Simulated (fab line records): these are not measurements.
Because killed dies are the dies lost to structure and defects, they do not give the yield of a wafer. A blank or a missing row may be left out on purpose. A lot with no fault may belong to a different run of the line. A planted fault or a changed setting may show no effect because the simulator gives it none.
fab line records | flow n5Finfet
record: lots: 5 wafers: 15 lastDay: 17
route steps=1938 shown MOL_CONTACT_COAG@541
lots that met no fault: taken from a fault-free run of the same line
startH: hours from the record's opening day to when the first of the lot's shown wafers began | waitH: hours elapsed since this lot's preceding step | " as in the row above | L1.1+2: one row covering several wafers at once | - either no value or no given start | * or withheld: withheld | < > ~ a bound
route shown NAME@n: names a module that has steps shown in the file, with the first one's number in the route | usual: mean/standard deviation taken from wafers without a fault | same: alike in all rows | chamber/n: place in a boat | sites: the reading at each site | _std_site: standard deviation of those values | _edge_site: the outer-site mean with the inner-site mean subtracted | radiusMm: how far each site lies from the wafer's centre | mask NAME#n: copy n | behind: the most recent tool/chamber to have shaped the wafer | hold: why the lot went on hold/how many hours it stayed there/how the hold came to an end | device: the n, p or np transistor that did not switch | end of line: the tests these same wafers got at the end of their route | a step without rows: its recipe alone | killed: not the wafer's yield, but the dies lost to structure and defects at the first sort | map: shows each die of a wafer: x if killed, . if not, _ if none is there
set.NAME: the setting the step ran with; set.NAME@STEP: the setting that earlier step ran with | model.NAME: the simulator's own value behind a step, which no gauge read
a table for each step, a row for each wafer; lots at some steps of the route
services: when a tool's chamber went out of use (startH, in hours from the record's first day, below 0 if earlier), for how many hours, and the reason
== steps ==
step: N5_MOL_CONTACT_COAG_IMPLANT_129
recipe: species: Ge energyKev: 3 doseCm2: 6e+14 tiltDeg: 0 rotationDeg: 0
columns lot.wafer tool chamber startH waitH
L081.1+2+4 implanter-01 0 132.22 0.0
L082.2+3+5 implanter-02 0 138.94 0.1
L086.2+3+4 implanter-02 0 165.70 0.1
L090.1+4+5 implanter-01 0 183.30 0.0
L095.1+3+6 implanter-02 0 213.59 0.0
step: N5_MOL_CONTACT_COAG_PRECLEAN_111
recipe: chemistry: NF3:NH3 afsCycles: 1 tempC: 30 timeS: 20 sublimationTempC: 180 sublimationTimeS: 60 pressureTorr: 3 rfPowerW: 30
usual: pressureTorr: 2.999/0.0055
columns lot.wafer tool chamber startH waitH pressureTorr
L081.1 remotePlasma-02 0 132.47 0.2 2.994
L081.2 " 0 " " 3.002
L081.4 " 0 " " 3.006
L082.2 remotePlasma-02 1 139.25 0.3 2.993
L082.3 " 1 " " 2.996
L082.5 " 1 " " 2.997
L086.2 remotePlasma-02 0 165.91 0.2 3.002
L086.3 " 0 " " 3.010
L086.4 " 0 " " 3.005
L090.1 remotePlasma-02 1 184.72 1.4 3.002
L090.4 " 1 " " 2.998
L090.5 " 1 " " 2.995
L095.1 remotePlasma-01 1 213.80 0.2 2.998
L095.3 " 1 " " 3.000
L095.6 " 1 " " 3.008
step: N5_MOL_CONTACT_COAG_TI_SIL_19
recipe: material: Ti targetThkA: 42 tempC: 200 chamberPressurePa: 5 powerW: 5000 timeS: 15
usual: susceptorTempC: 199.99/0.18 throttleValvePct: 30.3/0.95
columns lot.wafer tool chamber startH waitH susceptorTempC throttleValvePct
L081.1 pvdSputter-03 - 134.26 1.8 200.18 28.5
L081.2 " - " " 200.21 31.3
L081.4 " - " " 199.80 30.2
L082.2 pvdSputter-03 - 139.46 0.2 199.93 28.2
L082.3 " - " " 200.00 30.5
L082.5 " - " " 199.99 31.2
L086.2 pvdSputter-02 - 166.22 0.3 199.88 30.2
L086.3 " - " " 199.82 29.8
L086.4 " - " " 200.08 31.1
L090.1 pvdSputter-01 - 185.05 0.3 199.98 31.1
L090.4 " - " " 199.93 28.9
L090.5 " - " " 199.80 30.8
L095.1 pvdSputter-01 - 214.02 0.2 199.88 28.9
L095.3 " - " " 199.94 30.8
L095.6 " - " " 200.11 31.7
step: N5_MOL_CONTACT_COAG_ALD_20
recipe: material: TiN targetThkA: 15 tempC: 400 aldPrecursorFamily: TiCl4 aldCoReactant: NH3 pulseTimeS: 1 purgeTimeS: 3 coReactantPurgeTimeS: 2 coReactantPulseTimeS: 2 aldCycles: 68 pressureTorr: 3
usual: heaterPowerW: 899/110 precursorPulseHeightRel: 0.999/0.02 susceptorTempC: 400.01/0.22
columns lot.wafer tool chamber startH waitH heaterPowerW precursorPulseHeightRel susceptorTempC
L081.1 aldMetal-04 0 134.39 0.1 850 0.970 400.08
L081.2 " 3 " " 789 0.999 399.89
L081.4 " 1 " " 818 0.989 400.00
L082.2 aldMetal-04 2 139.58 0.1 982 1.000 399.79
L082.3 " 1 " " 817 0.980 400.27
L082.5 " 2 " " 1003 1.000 400.09
L086.2 aldMetal-02 1 166.35 0.1 792 0.999 400.37
L086.3 " 0 " " 854 1.006 400.00
L086.4 " 2 " " 1123 1.015 400.27
L090.1 aldMetal-02 1 185.17 0.1 788 0.968 400.51
L090.4 " 2 " " 1139 0.998 399.34
L090.5 " 2 " " 1145 0.982 399.44
L095.1 aldMetal-04 3 214.24 0.2 791 1.001 399.78
L095.3 " 2 " " 1004 1.048 399.59
L095.6 " 0 " " 861 0.972 400.06
step: N5_MOL_CONTACT_COAG_SIL_ANNEAL_21
recipe: tempC: 550 timeS: 60 ambient: N2
usual: lampPowerPct: 6.48/0.17 lamp_zone_3_pct: 6.47/0.17 lamp_zone_7_pct: 6.81/0.18 wafer_temp_C_max: 552.7/1.3
columns lot.wafer tool chamber startH waitH lampPowerPct lamp_zone_3_pct lamp_zone_7_pct wafer_temp_C_max
L081.1 rtpAnneal-01 0 134.91 0.4 6.64 6.64 6.98 551.9
L081.2 " 0 " " 6.63 6.64 6.97 552.0
L081.4 " 0 " " 6.63 6.63 6.97 552.2
L082.2 rtpAnneal-01 0 139.99 0.2 6.63 6.63 6.95 552.8
L082.3 " 0 " " 6.64 6.63 6.97 552.0
L082.5 " 0 " " 6.63 6.63 6.99 551.9
L086.2 rtpAnneal-02 0 166.86 0.3 6.29 6.28 6.60 555.0
L086.3 " 0 " " 6.30 6.28 6.61 553.5
L086.4 " 0 " " 6.29 6.28 6.61 554.2
L090.1 rtpAnneal-01 0 185.55 0.2 6.64 6.64 6.97 551.3
L090.4 " 0 " " 6.63 6.63 6.98 551.7
L090.5 " 0 " " 6.64 6.63 6.97 551.7
L095.1 rtpAnneal-02 0 214.62 0.2 6.30 6.29 6.61 553.4
L095.3 " 0 " " 6.28 6.29 6.61 553.4
L095.6 " 0 " " 6.28 6.29 6.61 554.6
step: N5_MOL_CONTACT_COAG_PRE_CLEAN_141
recipe: gas: H2/He timeS: 60 tempC: 300
usual: heaterPowerW: 464/49 susceptorTempC: 299.97/0.18
columns lot.wafer tool chamber startH waitH heaterPowerW susceptorTempC
L081.1 pvdSputter-02 - 135.18 0.2 461 300.13
L081.2 " - " " 516 300.01
L081.4 " - " " 398 300.27
L082.2 pvdSputter-02 - 141.37 1.3 425 299.94
L082.3 " - " " 453 300.27
L082.5 " - " " 406 299.89
L086.2 pvdSputter-02 - 167.19 0.3 465 299.71
L086.3 " - " " 411 300.09
L086.4 " - " " 400 300.18
L090.1 pvdSputter-01 - 185.77 0.2 430 299.74
L090.4 " - " " 548 299.94
L090.5 " - " " 500 299.82
L095.1 pvdSputter-01 - 216.82 2.2 424 299.83
L095.3 " - " " 540 299.88
L095.6 " - " " 472 299.82
step: N5_MOL_CONTACT_COAG_SPUTTER_143
recipe: material: Co targetThkA: 25 tempC: 25 chamberPressurePa: 0.2
usual: susceptorTempC: 25.00/0.094 throttleValvePct: 30.3/0.84
columns lot.wafer tool chamber startH waitH susceptorTempC throttleValvePct
L081.1 pvdSputter-02 - 135.24 0.0 25.01 30.0
L081.2 " - " " 25.03 29.5
L081.4 " - " " 24.80 31.2
L082.2 pvdSputter-02 - 141.43 0.0 25.04 29.4
L082.3 " - " " 24.97 30.0
L082.5 " - " " 25.03 29.8
L086.2 pvdSputter-02 - 167.25 0.0 25.01 30.2
L086.3 " - " " 25.03 29.8
L086.4 " - " " 25.01 31.4
L090.1 pvdSputter-01 - 185.83 0.0 25.00 29.1
L090.4 " - " " 24.93 30.9
L090.5 " - " " 24.99 30.3
L095.1 pvdSputter-01 - 216.88 0.0 25.03 28.9
L095.3 " - " " 24.90 30.0
L095.6 " - " " 24.92 31.6
step: N5_MOL_CONTACT_COAG_CO_FILL_22
recipe: material: Co targetThkA: 200 tempC: 200 precursor: CCTBA/H2 pressureTorr: 30
usual: heaterPowerW: 247/22 susceptorTempC: 200.00/0.16
columns lot.wafer tool chamber startH waitH heaterPowerW susceptorTempC
L081.1 cvdCo-01 1 135.46 0.2 230 200.07
L081.2 " 2 " " 236 200.05
L081.4 " 2 " " 233 200.11
L082.2 cvdCo-02 1 141.55 0.1 278 200.18
L082.3 " 2 " " 276 199.98
L082.5 " 0 " " 211 199.87
L086.2 cvdCo-01 2 167.37 0.1 234 199.73
L086.3 " 1 " " 230 200.11
L086.4 " 1 " " 232 199.92
L090.1 cvdCo-01 0 185.95 0.1 260 199.96
L090.4 " 1 " " 232 199.88
L090.5 " 0 " " 268 199.83
L095.1 cvdCo-02 0 217.00 0.1 219 200.31
L095.3 " 2 " " 273 199.92
L095.6 " 2 " " 277 200.12
step: N5_MOL_CONTACT_COAG_ANNEAL_113
recipe: tempC: 400 timeS: 300 ambient: H2/N2
usual: lampPowerPct: 2.76/0.074 lamp_zone_3_pct: 2.76/0.074 lamp_zone_7_pct: 2.91/0.077 wafer_temp_C_max: 402.2/0.89
columns lot.wafer tool chamber startH waitH lampPowerPct lamp_zone_3_pct lamp_zone_7_pct wafer_temp_C_max
L081.1 rtpAnneal-02 0 136.09 0.3 2.70 2.70 2.84 402.6
L081.2 " 0 " " 2.70 2.70 2.84 402.1
L081.4 " 0 " " 2.70 2.71 2.84 403.1
L082.2 rtpAnneal-01 0 142.32 0.5 2.85 2.85 3.00 400.7
L082.3 " 0 " " 2.85 2.85 3.00 401.5
L082.5 " 0 " " 2.85 2.85 2.99 401.3
L086.2 rtpAnneal-02 0 168.29 0.6 2.70 2.70 2.84 402.4
L086.3 " 0 " " 2.70 2.71 2.84 403.4
L086.4 " 0 " " 2.70 2.70 2.84 402.9
L090.1 rtpAnneal-02 0 186.56 0.3 2.70 2.70 2.84 402.8
L090.4 " 0 " " 2.71 2.70 2.84 403.2
L090.5 " 0 " " 2.70 2.70 2.84 402.8
L095.1 rtpAnneal-02 0 217.62 0.3 2.70 2.70 2.84 404.3
L095.3 " 0 " " 2.70 2.70 2.84 402.6
L095.6 " 0 " " 2.70 2.71 2.84 403.2
step: N5_MOL_CONTACT_COAG_PRE_CLEAN_142
recipe: gas: H2/He timeS: 60 tempC: 300
usual: heaterPowerW: 474/49 susceptorTempC: 300.02/0.2
columns lot.wafer tool chamber startH waitH heaterPowerW susceptorTempC
L081.1 pvdSputter-03 - 137.70 1.5 545 299.88
L081.2 " - " " 496 300.25
L081.4 " - " " 451 300.10
L082.2 pvdSputter-03 - 145.14 2.7 511 300.32
L082.3 " - " " 435 300.10
L082.5 " - " " 495 300.16
L086.2 pvdSputter-02 - 174.43 5.8 418 300.30
L086.3 " - " " 519 299.58
L086.4 " - " " 391 299.95
L090.1 pvdSputter-01 - 188.43 1.7 417 299.87
L090.4 " - " " 455 299.89
L090.5 " - " " 517 299.73
L095.1 pvdSputter-03 - 218.71 0.9 497 300.25
L095.3 " - " " 453 299.76
L095.6 " - " " 497 299.90
step: N5_MOL_CONTACT_COAG_SPUTTER_130
recipe: material: Co targetThkA: 475 tempC: 25 chamberPressurePa: 0.5 powerW: 3000
usual: susceptorTempC: 25.01/0.096 throttleValvePct: 30.2/0.97
columns lot.wafer tool chamber startH waitH susceptorTempC throttleValvePct
L081.1 pvdSputter-03 - 137.76 0.0 24.96 30.4
L081.2 " - " " 25.05 28.5
L081.4 " - " " 24.99 30.9
L082.2 pvdSputter-03 - 145.20 0.0 24.87 28.5
L082.3 " - " " 24.91 30.1
L082.5 " - " " 24.91 28.7
L086.2 pvdSputter-02 - 174.49 0.0 24.95 29.8
L086.3 " - " " 25.01 29.4
L086.4 " - " " 25.02 31.3
L090.1 pvdSputter-01 - 188.49 0.0 25.04 29.0
L090.4 " - " " 25.04 31.9
L090.5 " - " " 25.09 30.3
L095.1 pvdSputter-03 - 218.77 0.0 24.96 28.4
L095.3 " - " " 25.13 30.2
L095.6 " - " " 25.07 28.5
step: N5_MOL_CONTACT_COAG_PRECLEAN_125
recipe: chemistry: DIW timeS: 57.5 tempC: 23
columns lot.wafer tool chamber startH waitH
L081.1+2+4 wetBench-03 6,0,7 137.89 0.1
L082.2+3+5 wetBench-05 0,3,4 145.33 0.1
L086.2+3+4 wetBench-06 4,0,2 174.62 0.1
L090.1+4+5 wetBench-05 6,2,1 188.62 0.1
L095.1+3+6 wetBench-05 4,6,3 218.90 0.1
step: N5_MOL_CONTACT_COAG_SRD_126
recipe: dryTimeS: 32 dry: n2Spin spinRpm: 1500
columns lot.wafer tool chamber startH waitH
L081.1+2+4 wetBench-03 6,0,7 137.91 0.0
L082.2+3+5 wetBench-05 0,3,4 145.35 0.0
L086.2+3+4 wetBench-06 4,0,2 174.64 0.0
L090.1+4+5 wetBench-05 6,2,1 188.64 0.0
L095.1+3+6 wetBench-05 4,6,3 218.92 0.0
step: N5_MOL_CONTACT_COAG_CMP_23
recipe: stopOn: SiO2 tOverpolishS: 1.5 postCmpClean: cuAlkaline downForcePsi: 2 platenRpm: 50.289 padVelocityMS: 1.0006 targetThkNm: 0
usual: headPressurePsi: 2.000/0.0044 motorCurrentA: 8.3/0.93 overpolishRunS: 1.501/0.0089 timeToEndpointS: 9.0/2.1
columns lot.wafer tool chamber startH waitH headPressurePsi motorCurrentA overpolishRunS timeToEndpointS
L081.4 cmp-03 1 137.98 0.1 1.998 8.9 1.488 10.4
L081.1 " 2 " " 2.004 9.0 1.488 14.0
L081.2 " 3 " " 2.003 8.3 1.494 12.7
L082.3 cmp-04 2 145.39 0.0 1.993 9.4 1.494 6.9
L082.2 " 1 " " 2.001 9.1 1.492 9.6
L082.5 " 2 " " 1.993 9.7 1.517 9.2
L086.3 cmp-03 3 174.67 0.0 1.999 8.4 1.510 8.1
L086.4 " 0 " " 1.998 8.3 1.497 8.9
L086.2 " 1 " " 2.004 9.1 1.505 7.2
L090.4 cmp-02 3 188.67 0.0 1.999 7.6 1.501 9.9
L090.1 " 0 " " 2.009 6.6 1.506 9.3
L090.5 " 3 " " 1.996 7.3 1.494 11.1
L095.3 cmp-04 0 218.96 0.0 2.001 7.3 1.510 8.6
L095.1 " 2 " " 1.997 9.2 1.497 9.1
L095.6 " 0 " " 2.004 7.5 1.501 8.9
step: N5_MOL_CONTACT_COAG_WET_ETCH_26
recipe: target: Co targetDepthNm: 13
columns lot.wafer tool chamber startH waitH
L081.1+2+4 wetBench-06 1,3,2 138.35 0.1
L082.2+3+5 wetBench-03 1,5,0 145.74 0.0
L086.2+3+4 wetBench-06 7,4,3 175.02 0.0
L090.1+4+5 wetBench-03 1,0,2 189.02 0.0
L095.1+3+6 wetBench-05 3,1,4 219.31 0.0
step: N5_MOL_CONTACT_COAG_WET_ETCH_116
recipe: chemistry: SC1-inhibited targetDepthNm: 4.6 dry: ipaMarangoni rinseTimeS: 30 rinseTempC: 23
columns lot.wafer tool chamber startH waitH
L081.1+2+4 wetBench-06 1,3,2 138.50 0.0
L082.2+3+5 wetBench-03 1,5,0 145.89 0.0
L086.2+3+4 wetBench-06 7,4,3 175.17 0.0
L090.1+4+5 wetBench-03 1,0,2 189.17 0.0
L095.1+3+6 wetBench-05 3,1,4 219.47 0.0
step: N5_MOL_CONTACT_COAG_ALD_27
recipe: material: SiOC targetThkA: 170 tempC: 400 aldPrecursorFamily: carbosiloxane aldCoReactant: H2-plasma pulseTimeS: 1.5 timeS: 2720 purgeTimeS: 2 coReactantPurgeTimeS: 2 aldCycles: 340 pressureTorr: 2
usual: heaterPowerW: 840/83 precursorPulseHeightRel: 0.999/0.018 susceptorTempC: 400.05/0.24
columns lot.wafer tool chamber startH waitH heaterPowerW precursorPulseHeightRel susceptorTempC
L081.1 aldSin-03 2 138.82 0.0 667 0.994 399.87
L081.2 " 3 " " 741 0.954 400.18
L081.4 " 0 " " 862 1.026 399.50
L082.2 aldSin-03 1 146.21 0.0 787 0.988 400.34
L082.3 " 0 " " 845 1.012 400.24
L082.5 " 1 " " 801 0.998 400.15
L086.2 aldSin-04 1 175.49 0.0 919 1.012 400.30
L086.3 " 0 " " 873 1.028 399.68
L086.4 " 3 " " 733 0.988 399.84
L090.1 aldSin-03 0 189.49 0.0 860 1.006 400.06
L090.4 " 1 " " 790 0.999 400.03
L090.5 " 1 " " 793 0.994 400.19
L095.1 aldSin-04 0 220.18 0.4 880 0.980 400.13
L095.3 " 1 " " 953 0.976 400.51
L095.6 " 3 " " 737 1.030 399.79
step: N5_MOL_CONTACT_COAG_CMP_28
recipe: stopOn: SiNx tOverpolishS: 0.85 postCmpClean: alkalineBrush downForcePsi: 4.15 platenRpm: 51.8 padVelocityMS: 1.0307 targetThkNm: 14.522
usual: headPressurePsi: 4.150/0.0089 motorCurrentA: 13.0/1.3 timeToEndpointS: 5.2/2.2
columns lot.wafer tool chamber startH waitH headPressurePsi motorCurrentA timeToEndpointS
L081.2 cmp-02 0 140.39 0.8 4.153 11.2 3.6
L081.1 " 1 " " 4.142 14.0 6.7
L081.4 " 3 " " 4.162 12.3 6.7
L082.2 cmp-02 2 147.78 0.8 4.161 12.2 5.9
L082.3 " 3 " " 4.160 11.3 6.3
L082.5 " 2 " " 4.155 12.0 6.1
L086.4 cmp-03 1 177.06 0.8 4.142 13.3 3.9
L086.3 " 3 " " 4.156 13.3 2.0
L086.2 " 0 " " 4.145 13.2 5.2
L090.4 cmp-03 2 191.06 0.8 4.150 13.2 9.3
L090.1 " 0 " " 4.132 12.9 9.6
L090.5 " 3 " " 4.138 13.0 9.5
L095.1 cmp-03 0 221.78 0.8 4.148 13.1 6.0
L095.3 " 1 " " 4.161 13.6 1.5
L095.6 " 3 " " 4.150 13.0 3.0
step: N5_MOL_CONTACT_COAG_THK_MEAS_29
recipe: reads: SiNx_of_GATE_CUT_PECVD_57+SiNx_of_GATE_CUT_SAC_CAP_01
usual: MD_CAP_THK: 17.93/0.085
columns lot.wafer tool chamber startH waitH MD_CAP_THK[nm]
L081.1 filmMetro-01 - 140.69 - 17.94
L081.2 " - " " 17.91
L081.4 " - " " 17.97
L082.2 filmMetro-01 - 148.07 - 17.81
L082.3 " - " " 17.94
L082.5 " - " " 17.91
L086.2 filmMetro-02 - 177.36 - 17.85
L086.3 " - " " 17.82
L086.4 " - " " 17.98
L090.1 filmMetro-01 - 191.35 - 18.02
L090.4 " - " " 18.00
L090.5 " - " " 18.02
L095.1 filmMetro-02 - 222.04 - 17.91
L095.3 " - " " 18.05
L095.6 " - " " 17.96
step: N5_MOL_CONTACT_COAG_ALD_123
recipe: material: SiNx targetThkA: 50 tempC: 400 aldPrecursorFamily: SiH2I2 aldCoReactant: N2/H2-plasma pulseTimeS: 1 purgeTimeS: 2 coReactantPurgeTimeS: 2 aldCycles: 100 pressureTorr: 2
usual: heaterPowerW: 804/82 precursorPulseHeightRel: 0.998/0.021 susceptorTempC: 400.02/0.24
columns lot.wafer tool chamber startH waitH heaterPowerW precursorPulseHeightRel susceptorTempC
L081.1 aldSin-02 3 140.72 0.0 943 0.983 400.18
L081.2 " 0 " " 750 1.011 399.59
L081.4 " 2 " " 783 1.003 399.94
L082.2 aldSin-04 2 148.11 0.0 884 0.992 399.88
L082.3 " 1 " " 953 0.999 399.71
L082.5 " 0 " " 907 1.010 400.57
L086.2 aldSin-03 3 177.50 0.1 748 0.970 399.63
L086.3 " 2 " " 681 0.987 400.14
L086.4 " 0 " " 868 1.004 400.35
L090.1 aldSin-03 1 191.51 0.2 803 0.960 399.97
L090.4 " 0 " " 867 0.994 399.66
L090.5 " 2 " " 665 1.010 400.26
L095.1 aldSin-04 3 222.08 0.0 732 1.003 399.77
L095.3 " 1 " " 926 1.025 399.98
L095.6 " 2 " " 887 0.965 399.73
step: N5_MOL_CONTACT_COAG_PECVD_31
recipe: material: SiO2 targetThkA: 460 tempC: 400 precursor: TEOS/O2 pressureTorr: 6.5 rfW: withheld teosFlowSccm: withheld gas: O2 flowSccm: 2650 timeS: 8.9
usual: susceptorTempC: 400.01/0.23
columns lot.wafer tool chamber startH waitH susceptorTempC
L081.1 pecvd-04 1 141.23 0.3 400.06
L081.2 " 0 " " 400.27
L081.4 " 2 " " 399.79
L082.2 pecvd-01 0 148.61 0.3 399.73
L082.3 " 1 " " 400.10
L082.5 " 2 " " 399.80
L086.2 pecvd-03 2 178.00 0.3 399.95
L086.3 " 0 " " 399.85
L086.4 " 2 " " 399.95
L090.1 pecvd-03 2 192.01 0.3 399.94
L090.4 " 1 " " 400.08
L090.5 " 2 " " 399.86
L095.1 pecvd-03 1 222.58 0.3 399.88
L095.3 " 0 " " 400.22
L095.6 " 1 " " 400.39
step: N5_MOL_CONTACT_COAG_COAT_75
recipe: resist: SOC tempC: 250 timeS: 60 spinRpm: 1500 resistThkNm: 60
usual: plateTempC: 250.01/0.18
columns lot.wafer tool chamber startH waitH plateTempC
L081.1 lithoTrack-03 0 141.28 0.0 249.94
L081.2 " 0 " " 250.05
L081.4 " 0 " " 249.86
L082.2 lithoTrack-03 0 148.67 0.0 250.13
L082.3 " 0 " " 250.18
L082.5 " 0 " " 249.97
L086.2 lithoTrack-05 0 178.06 0.0 249.74
L086.3 " 0 " " 249.74
L086.4 " 0 " " 249.79
L090.1 lithoTrack-02 0 192.07 0.0 250.00
L090.4 " 0 " " 250.06
L090.5 " 0 " " 249.83
L095.1 lithoTrack-05 0 222.64 0.0 249.91
L095.3 " 0 " " 249.89
L095.6 " 0 " " 250.09
step: N5_MOL_CONTACT_COAG_COAT_76
recipe: resist: SiARC tempC: 220 timeS: 60 spinRpm: 1500 resistThkNm: 10
usual: plateTempC: 220.00/0.16
columns lot.wafer tool chamber startH waitH plateTempC
L081.1 lithoTrack-03 0 - - 219.98
L081.2 " 0 " " 219.99
L081.4 " 0 " " 219.93
L082.2 lithoTrack-03 0 - - 220.01
L082.3 " 0 " " 219.76
L082.5 " 0 " " 219.88
L086.2 lithoTrack-05 0 - - 220.20
L086.3 " 0 " " 220.17
L086.4 " 0 " " 220.22
L090.1 lithoTrack-02 0 - - 219.88
L090.4 " 0 " " 219.80
L090.5 " 0 " " 220.02
L095.1 lithoTrack-05 0 - - 219.86
L095.3 " 0 " " 220.03
L095.6 " 0 " " 219.97
step: N5_MOL_CONTACT_COAG_COAT_77
recipe: resist: underlayer tempC: 205 timeS: 60 spinRpm: 1500 resistThkNm: 10
usual: plateTempC: 204.99/0.16
columns lot.wafer tool chamber startH waitH plateTempC
L081.1 lithoTrack-03 0 - - 204.99
L081.2 " 0 " " 204.80
L081.4 " 0 " " 205.13
L082.2 lithoTrack-03 0 - - 204.85
L082.3 " 0 " " 205.04
L082.5 " 0 " " 204.92
L086.2 lithoTrack-05 0 - - 205.10
L086.3 " 0 " " 204.83
L086.4 " 0 " " 205.06
L090.1 lithoTrack-02 0 - - 205.15
L090.4 " 0 " " 204.99
L090.5 " 0 " " 204.93
L095.1 lithoTrack-05 0 - - 205.01
L095.3 " 0 " " 204.92
L095.6 " 0 " " 205.08
step: N5_MOL_CONTACT_COAG_COAT_78
recipe: resist: CAR-EUV spinRpm: 1500 resistThkNm: 40
columns lot.wafer tool chamber startH waitH
L081.1+2+4 lithoTrack-03 0 - -
L082.2+3+5 lithoTrack-03 0 - -
L086.2+3+4 lithoTrack-05 0 - -
L090.1+4+5 lithoTrack-02 0 - -
L095.1+3+6 lithoTrack-05 0 - -
step: N5_MOL_CONTACT_COAG_EBR_80
recipe: solvent: PGMEA ebrWidthMm: 1.5
columns lot.wafer tool chamber startH waitH
L081.1+2+4 lithoTrack-03 0 - -
L082.2+3+5 lithoTrack-03 0 - -
L086.2+3+4 lithoTrack-05 0 - -
L090.1+4+5 lithoTrack-02 0 - -
L095.1+3+6 lithoTrack-05 0 - -
step: N5_MOL_CONTACT_COAG_SOFTBAKE_79
recipe: tempC: 110 timeS: 60 resist: CAR-EUV
usual: plateTempC: 110.02/0.11
columns lot.wafer tool chamber startH waitH plateTempC
L081.1 lithoTrack-03 0 - - 109.97
L081.2 " 0 " " 109.90
L081.4 " 0 " " 109.89
L082.2 lithoTrack-03 0 - - 110.11
L082.3 " 0 " " 109.74
L082.5 " 0 " " 109.93
L086.2 lithoTrack-05 0 - - 110.11
L086.3 " 0 " " 110.13
L086.4 " 0 " " 109.91
L090.1 lithoTrack-02 0 - - 109.96
L090.4 " 0 " " 110.11
L090.5 " 0 " " 110.08
L095.1 lithoTrack-05 0 - - 110.18
L095.3 " 0 " " 110.06
L095.6 " 0 " " 109.96
step: N5_MOL_CONTACT_COAG_EXPOSE_81
recipe: maskId: VG na: 0.33 sourceShape: annular sigmaInner: 0.3 sigmaOuter: 0.7 polarization: unpolarized defocusNm: 0 doseMj: 59.5
columns lot.wafer tool chamber startH waitH mask
L081.1+2+4 euvScanner-01 0 141.54 - VG#0
L082.2+3+5 euvScanner-02 0 148.94 - VG#0
L086.2+3+4 euvScanner-02 0 178.21 - VG#0
L090.1+4+5 euvScanner-02 0 192.21 - VG#0
L095.1+3+6 euvScanner-01 0 222.90 - VG#0
step: N5_MOL_CONTACT_COAG_PEB_82
recipe: pebTempC: 100 pebTimeS: 60 resist: CAR-EUV
usual: plateTempC: 100.00/0.11
columns lot.wafer tool chamber startH waitH plateTempC
L081.1 lithoTrack-03 0 141.62 0.1 99.83
L081.2 " 0 " " 100.17
L081.4 " 0 " " 100.16
L082.2 lithoTrack-05 0 149.01 0.1 99.89
L082.3 " 0 " " 100.02
L082.5 " 0 " " 100.16
L086.2 lithoTrack-05 0 178.27 0.1 100.13
L086.3 " 0 " " 100.07
L086.4 " 0 " " 100.12
L090.1 lithoTrack-03 0 192.28 0.1 100.10
L090.4 " 0 " " 99.93
L090.5 " 0 " " 99.91
L095.1 lithoTrack-05 0 222.98 0.1 99.88
L095.3 " 0 " " 100.12
L095.6 " 0 " " 99.97
step: N5_MOL_CONTACT_COAG_DEVELOP_83
recipe: developTimeS: 30 developer: TMAH resist: CAR-EUV rinseLiquid: surfactantRinse dry: airSpin devTempC: 23
columns lot.wafer tool chamber startH waitH
L081.1+2+4 lithoTrack-03 0 - -
L082.2+3+5 lithoTrack-05 0 - -
L086.2+3+4 lithoTrack-05 0 - -
L090.1+4+5 lithoTrack-03 0 - -
L095.1+3+6 lithoTrack-05 0 - -
step: N5_MOL_CONTACT_COAG_CD_MEAS_84
recipe: targetCdNm: 25.1 landingEnergyEv: 500 detector: seInlens polarity: opening
usual: cdNm: 25.09/0.25
columns lot.wafer tool chamber startH waitH cdNm
L081.1 cdSem-02 0 141.69 - 25.27
L081.2 " 0 " " 25.16
L081.4 " 0 " " 24.72
L082.2 cdSem-01 0 149.07 - 25.03
L082.3 " 0 " " 25.09
L082.5 " 0 " " 24.90
L086.2 cdSem-03 0 178.34 - 25.49
L086.3 " 0 " " 25.13
L086.4 " 0 " " 25.12
L090.1 cdSem-02 0 192.35 - 24.77
L090.4 " 0 " " 24.71
L090.5 " 0 " " 25.20
L095.1 cdSem-01 0 223.04 - 24.79
L095.3 " 0 " " 24.89
L095.6 " 0 " " 25.05
step: N5_MOL_CONTACT_COAG_OVL_MEAS_85
recipe: pointsPerWafer: 522
usual: VG_OVL: -0.5/0.68
columns lot.wafer tool chamber startH waitH VG_OVL[nm]
L081.1 overlay-02 0 141.72 0.0 -0.3
L081.2 " 0 " " 0.2
L081.4 " 0 " " -0.5
L082.2 overlay-02 0 149.11 0.0 -1.7
L082.3 " 0 " " -1.2
L082.5 " 0 " " -1.0
L086.2 overlay-02 0 178.38 0.0 -1.3
L086.3 " 0 " " -1.2
L086.4 " 0 " " -1.6
L090.1 overlay-02 0 192.38 0.0 -1.6
L090.4 " 0 " " -0.5
L090.5 " 0 " " -1.8
L095.1 overlay-01 0 223.08 0.0 -0.1
L095.3 " 0 " " -0.5
L095.6 " 0 " " -0.8
step: N5_MOL_CONTACT_COAG_INSPECT_57
recipe: mode: adi inspectInstrument: brightfield
usual: rawDefectCount: 188/53
columns lot.wafer tool chamber startH waitH rawDefectCount
L081.1 defectInspect-01 - 141.78 0.1 128
L081.2 " - " " 165
L081.4 " - " " 132
L082.2 defectInspect-02 - 149.16 0.0 159
L082.3 " - " " 339
L082.5 " - " " 140
L086.2 defectInspect-01 - 178.43 0.0 208
L086.3 " - " " 106
L086.4 " - " " 217
L090.1 defectInspect-01 - 192.44 0.1 212
L090.4 " - " " 179
L090.5 " - " " 156
L095.1 defectInspect-01 - 223.13 0.1 131
L095.3 " - " " 146
L095.6 " - " " 159
== services ==
columns tool chamber startH hours kind
implanter-01 - 109.15 5.3 repair
euvScanner-01 - 109.33 1.0 pm
implanter-02 - 113.08 2.4 repair
cmp-02 - 118.16 4.0 pm
implanter-01 - 118.72 6.7 repair
euvScanner-02 - 141.37 1.0 pm
cmp-03 - 148.96 0.9 repair
pvdSputter-02 - 153.37 1.0 repair
cmp-04 - 159.52 1.4 repair
aldMetal-04 - 164.45 8.7 pm
euvScanner-01 - 165.48 1.0 pm
implanter-01 - 169.53 1.5 repair
pvdSputter-03 - 169.70 3.3 repair
cmp-04 - 171.25 1.6 repair
euvScanner-01 - 183.00 5.8 pm
implanter-02 - 192.98 2.5 repair
cmp-03 - 193.33 4.0 pm
cmp-03 - 197.70 1.8 repair
euvScanner-02 - 198.40 0.4 repair
pecvd-03 0 199.89 3.5 repair
cmp-03 - 200.88 9.4 pm
wetBench-03 - 205.51 5.5 repair
euvScanner-02 - 206.08 1.0 pm
cmp-03 - 214.96 4.3 pm
== key ==
fault none
